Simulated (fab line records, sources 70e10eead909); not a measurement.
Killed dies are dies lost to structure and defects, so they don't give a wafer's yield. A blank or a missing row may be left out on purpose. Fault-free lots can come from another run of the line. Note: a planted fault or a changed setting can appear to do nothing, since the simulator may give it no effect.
Which tool did it? / flow nand_harc / Sampling: 7 lots, 21 wafers, 4 of 1159 route steps

== WHAT THE GAUGES READ, wafer by wafer ==
NHARC_END_SORT_01.
lot=L225; measured=day 21 07:53; on=prober-01; killed_at_array=31 32 22
lot=L228; measured=day 21 16:32; on=prober-01; killed_at_array=13 29 30
lot=L229; measured=day 21 15:52; on=prober-02; killed_at_array=28 23 17
lot=L231; measured=day 22 00:20; on=prober-01; killed_at_array=20 20 17
lot=L232; measured=day 22 08:14; on=prober-02; killed_at_array=120 117 113
lot=L244; measured=day 25 10:19; on=prober-02; killed_at_array=12 13 20
lot=L247; measured=day 26 10:38; on=prober-02; killed_at_array=26 30 26

== EACH LOT AND THE TOOL THAT RAN IT (in order: tool; ch and the chambers of the sampled wafers; start) ==
lot=L225; NHARC_A_CONTACT_CVD_19=cvd_w-02 ch 0,1, day 18 05:01; NHARC_THIN_TSV_STRIP_62=plasma_asher-02 ch 0,1, day 19 21:10; NHARC_THIN_TSV_STRIP_56=plasma_asher-02 ch 0,1, day 20 01:09
lot=L228; NHARC_A_CONTACT_CVD_19=cvd_w-02 ch 0,1, day 19 09:26; NHARC_THIN_TSV_STRIP_62=plasma_asher-01 ch 0,1, day 20 18:44; NHARC_THIN_TSV_STRIP_56=plasma_asher-02 ch 0,1, day 20 22:44
lot=L229; NHARC_A_CONTACT_CVD_19=cvd_w-02 ch 0,1, day 19 15:34; NHARC_THIN_TSV_STRIP_62=plasma_asher-02 ch 0,1, day 21 02:28; NHARC_THIN_TSV_STRIP_56=plasma_asher-01 ch 0,1, day 21 06:29
lot=L231; NHARC_A_CONTACT_CVD_19=cvd_w-02 ch 0, day 19 18:54; NHARC_THIN_TSV_STRIP_62=plasma_asher-01 ch 0,1, day 21 04:08; NHARC_THIN_TSV_STRIP_56=plasma_asher-02 ch 0,1, day 21 08:05
lot=L232; NHARC_A_CONTACT_CVD_19=cvd_w-01 ch 1, day 20 03:14; NHARC_THIN_TSV_STRIP_62=plasma_asher-01 ch 0,1, day 21 19:11; NHARC_THIN_TSV_STRIP_56=plasma_asher-02 ch 1, day 21 23:04
lot=L244; NHARC_A_CONTACT_CVD_19=cvd_w-02 ch 0,1, day 23 08:17; NHARC_THIN_TSV_STRIP_62=plasma_asher-02 ch 0,1, day 25 00:20; NHARC_THIN_TSV_STRIP_56=plasma_asher-01 ch 0,1, day 25 04:11
lot=L247; NHARC_A_CONTACT_CVD_19=cvd_w-01 ch 0,1, day 23 22:58; NHARC_THIN_TSV_STRIP_62=plasma_asher-01 ch 0,1, day 25 18:08; NHARC_THIN_TSV_STRIP_56=plasma_asher-02 ch 0, day 25 22:06
- NHARC_A_CONTACT_CVD_19: deposits W, target thk 300 nm, time 802 s.
- NHARC_THIN_TSV_STRIP_62: strips in N2/H2, time 20 s.
- NHARC_THIN_TSV_STRIP_56: strips in O2.

== THE ANSWER, worked out from the rows above alone ==
Rule: the lots themselves supply what counts as usual. Put in order of their means at a reading, lots are off if they are a third of the lots or fewer, leave a main group of 4 or more, and stand apart from it by a gap of 3 or more times the standard deviation of the main group's means; of several such gaps the widest counts. If all means in a main group match to the digits the tables above print for the reading, that group is not used. A lot without any number at a reading at which 4 lots or more have one is off too. Any other lot the step has rows for is counted as sound.
Off, at NHARC_END_SORT_01 on killed_at_array: L232. The main group has a mean of 23 with a standard deviation of 4.6.
A tool fits if, at a process step before that reading, it ran every lot that is off, and no sound lot after the first of them. Gauges at NHARC_END_SORT_01: tried the same way as those tools. Not one of the candidates tried fits.

== WHAT THE SIMULATOR HAD PUT IN ==
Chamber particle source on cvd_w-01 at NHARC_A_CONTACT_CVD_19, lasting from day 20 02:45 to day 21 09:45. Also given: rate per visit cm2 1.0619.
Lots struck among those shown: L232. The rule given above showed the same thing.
